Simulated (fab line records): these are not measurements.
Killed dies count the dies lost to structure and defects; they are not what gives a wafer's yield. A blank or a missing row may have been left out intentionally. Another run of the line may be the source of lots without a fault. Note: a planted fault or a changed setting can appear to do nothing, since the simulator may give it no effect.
Chamber matching	flow nand_harc	NHARC_P_GATE_DESCUM_61 on rie_diel-04 has 4 sister chambers
The step chemistry O2, time 3 s. 14 wafers are shown with their chamber, then 7 later ones without.

== WAFERS WITH THEIR CHAMBER ==
wafer	chamber	showerhead_plenum_p_Torr (Torr)	drypump_motor_current_A (A)	rf_vpp_V (V)
L341.1	2	1.90	5.6	59.0
L341.3	0	1.80	5.6	57.7
L341.4	1	1.91	5.9	56.6
L343.1	1	1.91	5.8	57.6
L343.4	0	1.80	5.5	56.6
L343.5	0	1.80	5.5	57.6
L355.1	2	1.89	5.6	57.7
L355.2	1	1.91	5.9	58.1
L355.5	1	1.91	5.9	57.2
L356.1	3	1.93	4.9	58.2
L356.3	2	1.89	5.6	57.3
L356.4	1	1.91	5.9	58.6
L357.2	0	1.80	5.6	57.6
L357.5	0	1.80	5.6	56.4

SIGNATURES, as means of the wafers listed above
reading	chamber 0	chamber 1	chamber 2	chamber 3	scatter within a chamber
showerhead_plenum_p_Torr	1.8000	1.9100	1.8933	1.9300	0.00258
drypump_motor_current_A	5.560	5.880	5.600	4.900	0.0447
rf_vpp_V	57.180	57.620	58.000	58.200	0.745
Rule: a wafer lies at a distance from a chamber equal to the root of the sum of squares, over the readings, of (its reading less the chamber's mean, divided by the reading's scatter). If the next closest chamber is less than 2 further off than the closest, the wafer can't be placed; otherwise it belongs to the closest. The scatter: the root of (the sum of the squares of (reading less its chamber's mean) over the shown wafers, divided by (wafers less chambers)).

== WAFERS WHOSE CHAMBER IS MISSING ==
wafer	showerhead_plenum_p_Torr (Torr)	drypump_motor_current_A (A)	rf_vpp_V (V)
L357.6	1.91	5.8	58.6
L361.2	1.91	5.9	58.1
L361.5	1.93	5.0	56.2
L361.6	1.80	5.6	59.0
L362.3	1.90	5.9	57.8
L362.4	1.89	5.6	58.8
L362.6	1.93	4.9	57.3

== WHICH CHAMBER EACH ONE RAN IN ==
wafer	from the rows above	in truth
L357.6	1	1
L361.2	1	1
L361.5	3	3
L361.6	0	0
L362.3	1	1
L362.4	2	2
L362.6	3	3
Correct placement for 7 of the 7. Number that these rows cannot place: 0. Number placed wrongly: 0.
